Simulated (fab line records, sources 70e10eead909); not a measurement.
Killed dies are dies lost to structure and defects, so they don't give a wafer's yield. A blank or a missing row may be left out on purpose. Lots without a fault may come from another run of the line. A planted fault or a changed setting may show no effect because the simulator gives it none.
Chamber matching | flow nand_harc | NHARC_THIN_TSV_CMP_21 on cmp-02: 4 sister chambers
The step polishes, t overpolish 30 s, target thk 2000 nm. 8 wafers are shown with their chamber, then 7 later ones without.

WAFERS WITH THEIR CHAMBER
wafer  | chamber | motor_current_A (A) | overpolish_run_s (s)
L508.1 | 0       | 12.5                | 29.997
L508.5 | 3       | 13.6                | 29.991
L509.6 | 1       | 8.8                 | 30.001
L521.2 | 2       | 11.4                | 30.017
L521.4 | 3       | 13.0                | 30.010
L521.5 | 0       | 12.4                | 29.994
L524.1 | 2       | 10.9                | 29.993
L524.2 | 1       | 9.4                 | 30.012

WAFERS WITHOUT THEIR CHAMBER
wafer  | motor_current_A (A) | overpolish_run_s (s)
L524.4 | 13.2                | 29.990
L526.2 | 9.6                 | 29.995
L526.4 | 13.1                | 30.009
L526.6 | 9.2                 | 30.006
L527.2 | 9.6                 | 29.993
L527.4 | 13.5                | 29.977
L527.6 | 14.1                | 29.997

WHICH CHAMBER EACH WENT THROUGH
wafer  | from the rows above     | in truth
L524.4 | can't be placed: 3 or 0 | 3
L526.2 | 1                       | 1
L526.4 | can't be placed: 3 or 0 | 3
L526.6 | 1                       | 1
L527.2 | 1                       | 1
L527.4 | can't be placed: 3 or 0 | 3
L527.6 | 3                       | 3
Placed correctly: 4 of 7. Can't be placed from these rows: 3 (the true chamber is among the candidates in 3). Placed wrongly: 0.
How it was worked out, from the rows above alone: a wafer's distance from a chamber is the root of the sum, over the readings, of the square of ((its reading less the chamber's mean) divided by the reading's scatter). The wafer belongs to the nearest chamber; if the next one is less than 2 further off, it can't be placed. A chamber's mean is the mean of its shown wafers. The scatter: the root of (the sum of the squares of (reading less its chamber's mean) over the shown wafers, divided by (wafers less chambers)).
